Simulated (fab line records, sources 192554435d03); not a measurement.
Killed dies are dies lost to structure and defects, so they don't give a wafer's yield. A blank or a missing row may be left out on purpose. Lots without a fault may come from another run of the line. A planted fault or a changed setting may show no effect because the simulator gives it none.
fab line records | flow n5_finfet
record lots=7 wafers=21
route steps=1938 shown GATE_CUT@484 MOL_CONTACT_COAG@537
start_h: hours from the record's first day to the start of the lot's first wafer shown | wait_h: hours since the lot's step before | " the same as in the row above | L1.1+2: a row that stands for several wafers | - no value, or no start given | * or withheld: withheld | < > ~ a bound
route shown NAME@n: a module of which the file shows steps, and the number in the route of the first | usual: mean/standard deviation of fault-free wafers | same: alike in all rows | chamber/n: place in a boat | sites: the reading at each site | _std_site: their standard deviation | _edge_site: outer sites' mean less inner sites' | radius_mm: how far each site lies from the wafer's centre | mask NAME#n: copy n | behind: the tool/chamber that last shaped the wafer | hold: why the lot was held/for how many hours/how that ended | device: the transistor (n, p or np) that didn't switch | end of line: the same wafers' tests at the end of the route | a step without rows: its recipe alone | killed: dies lost to structure and defects at the first sort, not the wafer's yield | map: a wafer's dies, x killed, . not, _ none there
set.NAME: the setting as run; set.NAME@STEP: as run at that earlier step | model.NAME: the simulator's own value behind a step, which no gauge read
lots whose settings were changed on purpose; a table a step, a row a wafer
## steps
# step N5_GATE_CUT_EXPOSE_10
# recipe mask_id=GATE_CUT na=0.33 source_shape=annular sigma_inner=0.35 sigma_outer=0.8 polarization=unpolarized target_cd_nm=20 dose_mj=43.25
# columns lot.wafer tool chamber start_h wait_h mask set.dose_mj
L079.1+6 euv_scanner-02 0 118.93 - GATE_CUT#0 41.95
L079.5 " 0 " " GATE_CUT#0 43.25
L081.1+5 euv_scanner-02 0 129.73 - GATE_CUT#0 43.25
L081.2 " 0 " " GATE_CUT#0 41.05
L084.1+2+4 euv_scanner-02 0 148.61 - GATE_CUT#0 43.25
L087.2+4 euv_scanner-01 0 164.82 - GATE_CUT#0 45.14
L087.3 " 0 " " GATE_CUT#0 43.25
L091.2+5 euv_scanner-01 0 185.64 - GATE_CUT#0 41.14
L091.3 " 0 " " GATE_CUT#0 43.25
L093.2+4+6 euv_scanner-01 0 201.41 - GATE_CUT#0 43.25
L096.1+2+5 euv_scanner-02 0 223.07 - GATE_CUT#0 43.25
# step N5_GATE_CUT_DESCUM_18
# recipe chemistry=O2 time_s=7 source_power_w=50 bias_power_w=20 pressure_mtorr=20 rf_frequency_hz=2.712e+07 temp_c=40 resist=CAR-EUV o2_flow_sccm=225
# columns lot.wafer tool chamber start_h wait_h set.time_s set.dose_mj@GATE_CUT_EXPOSE_10 model.GATE_CUT.cd_nm model.CAR-EUV_of_GATE_CUT_COAT_07.thk_nm
L079.1 rie_diel-02 1 119.18 0.0 6.316 41.95 18.8 26.4
L079.5 " 2 " " 6.316 43.25 19.6 26.4
L079.6 " 1 " " 7 41.95 19 26
L081.1 rie_diel-05 0 129.99 0.0 7 43.25 20.2 26.2
L081.2 " 1 " " 7 41.05 19 26
L081.5 " 3 " " 8.418 43.25 20 25.2
L084.1 rie_diel-06 0 148.86 0.0 7 43.25 20 26
L084.2 " 3 " " 5.535 43.25 20 26.8
L084.4 " 2 " " 5.535 43.25 19.8 26.8
L087.2 rie_diel-06 3 165.07 0.0 6.18 45.14 21.2 26.4
L087.3 " 1 " " 7 43.25 20 26
L087.4 " 2 " " 6.18 45.14 21 26.4
L091.2 rie_diel-05 1 185.88 0.0 7.823 41.14 19 25.6
L091.3 " 0 " " 7 43.25 20 26
L091.5 " 2 " " 7 41.14 18.8 26
L093.2 rie_diel-02 3 202.00 0.4 7 43.25 20 26.2
L093.4 " 3 " " 7 43.25 20.2 26
L093.6 " 2 " " 7 43.25 20.6 26
L096.1 rie_diel-05 1 223.33 0.0 7 43.25 19.8 26.2
L096.2 " 0 " " 5.428 43.25 19.8 26.8
L096.5 " 0 " " 7 43.25 20 26
# step N5_GATE_CUT_ETCH_28
# recipe chemistry=N2/H2 target=underlayer target_depth_a=130 mask_material=CAR-EUV time_s=10.4 ion_energy_ev=200 pressure_mtorr=30 source_w=840 bias_w=150 n2_flow_sccm=200 h2_flow_sccm=200 ends=cleared
# columns lot.wafer tool chamber start_h wait_h set.dose_mj@GATE_CUT_EXPOSE_10 set.time_s@GATE_CUT_DESCUM_18 model.GATE_CUT.cd_nm model.CAR-EUV_of_GATE_CUT_COAT_07.thk_nm
L079.1 rie_diel-02 1 119.22 0.0 41.95 6.316 18.8 15
L079.5 " 2 " " 43.25 6.316 19.4 15
L079.6 " 1 " " 41.95 7 18.8 14.6
L081.1 rie_diel-05 0 130.02 0.0 43.25 7 20.4 14.6
L081.2 " 1 " " 41.05 7 19 14.6
L081.5 " 3 " " 43.25 8.418 20 13.6
L084.1 rie_diel-06 0 148.90 0.0 43.25 7 20 14.6
L084.2 " 3 " " 43.25 5.535 20 15.6
L084.4 " 2 " " 43.25 5.535 19.8 15.4
L087.2 rie_diel-06 3 165.10 0.0 45.14 6.18 21.4 15
L087.3 " 1 " " 43.25 7 20 14.4
L087.4 " 2 " " 45.14 6.18 21 15
L091.2 rie_diel-05 1 185.92 0.0 41.14 7.823 19 14.2
L091.3 " 0 " " 43.25 7 20 14.6
L091.5 " 2 " " 41.14 7 18.8 14.6
L093.2+4 rie_diel-02 3 202.04 0.0 43.25 7 20 14.6
L093.6 " 2 " " 43.25 7 20.6 14.6
L096.1 rie_diel-05 1 223.36 0.0 43.25 7 19.8 14.8
L096.2 " 0 " " 43.25 5.428 19.8 15.4
L096.5 " 0 " " 43.25 7 20 14.6
# step N5_GATE_CUT_ETCH_36
# recipe chemistry=CF4 target=SiARC target_depth_a=130 mask_material=CAR-EUV time_s=21.7 ion_energy_ev=80 pressure_mtorr=40 source_w=545 bias_w=36 Ar_flow_sccm=100 cf4_flow_sccm=100 ends=cleared
# columns lot.wafer tool chamber start_h wait_h set.dose_mj@GATE_CUT_EXPOSE_10 set.time_s@GATE_CUT_DESCUM_18 model.GATE_CUT.cd_nm model.CAR-EUV_of_GATE_CUT_COAT_07.thk_nm
L079.1 rie_diel-02 1 119.24 0.0 41.95 6.316 18.8 7.4
L079.5 " 2 " " 43.25 6.316 19.6 7.2
L079.6 " 1 " " 41.95 7 18.8 7
L081.1 rie_diel-05 0 130.04 0.0 43.25 7 20.4 7
L081.2 " 1 " " 41.05 7 19 7
L081.5 " 3 " " 43.25 8.418 20 6
L084.1 rie_diel-06 0 148.92 0.0 43.25 7 20 7
L084.2 " 3 " " 43.25 5.535 20 7.8
L084.4 " 2 " " 43.25 5.535 19.8 7.6
L087.2 rie_diel-06 3 165.12 0.0 45.14 6.18 21.4 7.4
L087.3 " 1 " " 43.25 7 20 6.8
L087.4 " 2 " " 45.14 6.18 21.2 7.4
L091.2 rie_diel-05 1 185.94 0.0 41.14 7.823 19 6.6
L091.3 " 0 " " 43.25 7 20 7
L091.5 " 2 " " 41.14 7 18.8 6.8
L093.2 rie_diel-02 3 202.06 0.0 43.25 7 20 7
L093.4 " 3 " " 43.25 7 20 6.8
L093.6 " 2 " " 43.25 7 20.6 7
L096.1+5 rie_diel-05 1,0 223.38 0.0 43.25 7 19.8 7
L096.2 " 0 " " 43.25 5.428 19.8 7.8
# step N5_GATE_CUT_ETCH_37
# recipe chemistry=N2/H2 target=SOC target_depth_a=600 overetch_a=120 mask_material=SiARC temp_c=40 time_s=90 ion_energy_ev=200 pressure_mtorr=30 source_w=840 bias_w=150 n2_flow_sccm=200 h2_flow_sccm=200
# columns lot.wafer tool chamber start_h wait_h set.dose_mj@GATE_CUT_EXPOSE_10 model.GATE_CUT.cd_nm
L079.1 rie_diel-02 1 119.26 0.0 41.95 19
L079.5 " 2 " " 43.25 19.6
L079.6 " 1 " " 41.95 18.8
L081.1+5 rie_diel-05 0,3 130.07 0.0 43.25 20.2
L081.2 " 1 " " 41.05 19
L084.1 rie_diel-06 0 148.94 0.0 43.25 20.2
L084.2 " 3 " " 43.25 19.8
L084.4 " 2 " " 43.25 20
L087.2 rie_diel-06 3 165.15 0.0 45.14 21
L087.3 " 1 " " 43.25 20
L087.4 " 2 " " 45.14 20.8
L091.2 rie_diel-05 1 185.96 0.0 41.14 18.8
L091.3 " 0 " " 43.25 19.8
L091.5 " 2 " " 41.14 19
L093.2 rie_diel-02 3 202.08 0.0 43.25 20
L093.4 " 3 " " 43.25 20.2
L093.6 " 2 " " 43.25 20.8
L096.1 rie_diel-05 1 223.41 0.0 43.25 19.8
L096.2+5 " 0 " " 43.25 19.6
# step N5_GATE_CUT_STRIP_38
# recipe chemistry=N2/H2 temp_c=40 n2_flow_sccm=200 h2_flow_sccm=200 rf_frequency_hz=6e+07
# step N5_GATE_CUT_STRIP_39
# recipe chemistry=N2/H2 temp_c=40 n2_flow_sccm=200 h2_flow_sccm=200 rf_frequency_hz=6e+07
# step N5_GATE_CUT_STRIP_41
# recipe chemistry=CF4 resist=SiARC power_w=300 bias_power_w=75 pressure_mtorr=50 cf4_flow_sccm=150 rf_frequency_hz=6e+07
# step N5_GATE_CUT_STRIP_42
# recipe chemistry=O2 power_w=400 temp_c=40 pressure_mtorr=30 rf_frequency_hz=6e+07 bias_power_w=0 overash_fraction=0.3 o2_flow_sccm=225
# step N5_GATE_CUT_ETCH_19
# recipe chemistry=CH3F/O2 target=SiNx mask_material=SiO2 target_depth_a=537 time_s=76.7 pressure_mtorr=30 source_w=395 bias_w=73 Ar_flow_sccm=150 CH3F_flow_sccm=30 O2_flow_sccm=20 ion_energy_ev=120 ends=cleared
# columns lot.wafer tool chamber start_h wait_h set.dose_mj@GATE_CUT_EXPOSE_10 model.GATE_CUT.cd_nm
L079.1 rie_diel-02 1 119.47 0.0 41.95 19
L079.5 " 2 " " 43.25 19.8
L079.6 " 1 " " 41.95 18.8
L081.1 rie_diel-05 0 130.27 0.0 43.25 20.4
L081.2 " 1 " " 41.05 19
L081.5 " 3 " " 43.25 20
L084.1+4 rie_diel-06 0,2 149.15 0.0 43.25 20
L084.2 " 3 " " 43.25 19.8
L087.2+4 rie_diel-06 3,2 165.35 0.0 45.14 21
L087.3 " 1 " " 43.25 20
L091.2 rie_diel-05 1 186.17 0.0 41.14 18.8
L091.3 " 0 " " 43.25 19.8
L091.5 " 2 " " 41.14 19.2
L093.2 rie_diel-02 3 202.29 0.0 43.25 20.2
L093.4 " 3 " " 43.25 20.4
L093.6 " 2 " " 43.25 21
L096.1+2 rie_diel-05 1,0 223.61 0.0 43.25 19.8
L096.5 " 0 " " 43.25 19.6
# step N5_GATE_CUT_CUT_ETCH_53
# recipe chemistry=SF6/Cl2 target=W mask_material=SiO2 target_depth_a=792 pressure_mtorr=8 icp_w=900 bias_w=80 SF6_flow_sccm=40 Cl2_flow_sccm=60 ends=cleared
# step N5_GATE_CUT_CUT_ETCH_54
# recipe chemistry=Cl2/BCl3 target=TiN mask_material=SiO2 target_depth_a=967 pressure_mtorr=10 icp_w=1000 bias_w=126 Cl2_flow_sccm=53.25 bcl3_flow_sccm=21.75 Ar_flow_sccm=25 ends=cleared
# step N5_GATE_CUT_CUT_ETCH_55
# recipe chemistry=BCl3 target=HfO2 mask_material=SiO2 target_depth_a=32 ion_energy_ev=30 pressure_mtorr=5 icp_w=450 bias_w=18 bcl3_flow_sccm=80
# step N5_GATE_CUT_ETCH_47
# recipe chemistry=Cl2/BCl3 target=SiO2 target_depth_a=100 pressure_mtorr=10 icp_w=1000 bias_w=126 Cl2_flow_sccm=53.25 bcl3_flow_sccm=21.75 Ar_flow_sccm=25
# columns lot.wafer tool chamber start_h wait_h set.dose_mj@GATE_CUT_EXPOSE_10 model.GATE_CUT.cd_nm
L079.1 rie_metal-03 0 119.73 0.0 41.95 18.4
L079.5 " 0 " " 43.25 19.4
L079.6 " 1 " " 41.95 18.8
L081.1 rie_metal-02 0 130.53 0.0 43.25 20.4
L081.2 " 1 " " 41.05 19
L081.5 " 1 " " 43.25 20
L084.1 rie_metal-01 0 149.41 0.0 43.25 20.4
L084.2 " 1 " " 43.25 19.8
L084.4 " 0 " " 43.25 20
L087.2 rie_metal-03 1 165.61 0.0 45.14 21
L087.3 " 0 " " 43.25 19.4
L087.4 " 1 " " 45.14 20.8
L091.2 rie_metal-02 1 186.43 0.0 41.14 18.4
L091.3 " 0 " " 43.25 19.6
L091.5 " 0 " " 41.14 18.8
L093.2 rie_metal-02 1 202.55 0.0 43.25 20.4
L093.4 " 1 " " 43.25 20.6
L093.6 " 1 " " 43.25 21.2
L096.1+5 rie_metal-02 0 223.87 0.0 43.25 19.2
L096.2 " 1 " " 43.25 19.6
# step N5_MOL_CONTACT_COAG_ETCH_15
# recipe chemistry=CH3F/O2 target=SiNx target_depth_a=70 mask_material=SOC stop_on=Si:P over_etch_frac=0.75 ion_energy_ev=120 pressure_mtorr=30 source_w=395 bias_w=73 Ar_flow_sccm=150 CH3F_flow_sccm=30 O2_flow_sccm=20
# usual rf_vpp_V=300/4.7
# columns lot.wafer tool chamber start_h wait_h set.source_w rf_vpp_V
L079.1 rie_diel-04 1 123.30 0.0 395 306
L079.5 " 0 " " 457.7 276
L079.6 " 3 " " 395 308
L081.1 rie_diel-01 3 134.15 0.0 395 297
L081.2 " 2 " " 395 297
L081.5 " 3 " " 395 297
L084.1 rie_diel-03 0 153.21 0.0 395 297
L084.2 " 1 " " 395 299
L084.4 " 3 " " 395 297
L087.2 rie_diel-04 2 169.38 0.0 395 307
L087.3 " 2 " " 328.2 335
L087.4 " 0 " " 328.2 324
L091.2 rie_diel-03 0 190.56 0.0 349.4 316
L091.3 " 3 " " 349.4 314
L091.5 " 0 " " 395 298
L093.2 rie_diel-03 3 206.05 0.0 395 297
L093.4 " 0 " " 395 297
L093.6 " 1 " " 395 299
L096.1 rie_diel-04 2 227.79 0.0 395 306
L096.2 " 1 " " 395 304
L096.5 " 2 " " 374.8 314
# step N5_MOL_CONTACT_COAG_COAT_62
# recipe resist=SOC temp_c=250 time_s=60 spin_rpm=1500 resist_thk_nm=60
# columns lot.wafer tool chamber start_h wait_h set.spin_rpm model.SOC_of_MOL_CONTACT_COAG_COAT_62.thk_nm
L079.1 litho_track-05 0 134.15 0.0 1380 62.8
L079.5+6 " 0 " " 1500 60
L081.1+5 litho_track-04 0 145.88 0.0 1659 56.8
L081.2 " 0 " " 1500 60
L084.1 litho_track-04 0 164.72 0.0 1500 59.8
L084.2 " 0 " " 1500 60
L084.4 " 0 " " 1649 57.2
L087.2 litho_track-04 0 186.14 0.0 1500 60
L087.3+4 " 0 " " 1456 61
L091.2 litho_track-05 0 201.22 0.0 1500 60
L091.3+5 " 0 " " 1500 60.2
L093.2+4 litho_track-04 0 217.68 0.0 1500 60
L093.6 " 0 " " 1500 60.2
L096.1 litho_track-03 0 239.21 0.0 1500 60
L096.2+5 " 0 " " 1500 60.2
## key
split step=N5_GATE_CUT_EXPOSE_10 setting=dose_mj stated=43.25 by=wafer
response step=N5_GATE_CUT_DESCUM_18 reading=model.GATE_CUT.cd_nm change=+0.23 per=1% r=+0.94
response step=N5_GATE_CUT_ETCH_28 reading=model.GATE_CUT.cd_nm change=+0.238 per=1% r=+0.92
response step=N5_GATE_CUT_ETCH_36 reading=model.GATE_CUT.cd_nm change=+0.251 per=1% r=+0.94
response step=N5_GATE_CUT_ETCH_37 reading=model.GATE_CUT.cd_nm change=+0.212 per=1% r=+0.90
response step=N5_GATE_CUT_ETCH_19 reading=model.GATE_CUT.cd_nm change=+0.22 per=1% r=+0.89
response step=N5_GATE_CUT_ETCH_47 reading=model.GATE_CUT.cd_nm change=+0.256 per=1% r=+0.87
split step=N5_GATE_CUT_DESCUM_18 setting=time_s stated=7 by=wafer
response step=N5_GATE_CUT_DESCUM_18 reading=model.CAR-EUV_of_GATE_CUT_COAT_07.thk_nm change=-0.0371 per=1% r=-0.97
response step=N5_GATE_CUT_ETCH_28 reading=model.CAR-EUV_of_GATE_CUT_COAT_07.thk_nm change=-0.0409 per=1% r=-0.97
response step=N5_GATE_CUT_ETCH_36 reading=model.CAR-EUV_of_GATE_CUT_COAT_07.thk_nm change=-0.0385 per=1% r=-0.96
split step=N5_MOL_CONTACT_COAG_ETCH_15 setting=source_w stated=395 by=wafer
response step=N5_MOL_CONTACT_COAG_ETCH_15 reading=rf_vpp_V change=-1.58 per=1% r=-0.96
split step=N5_MOL_CONTACT_COAG_COAT_62 setting=spin_rpm stated=1500 by=wafer
response step=N5_MOL_CONTACT_COAG_COAT_62 reading=model.SOC_of_MOL_CONTACT_COAG_COAT_62.thk_nm change=-0.303 per=1% r=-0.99
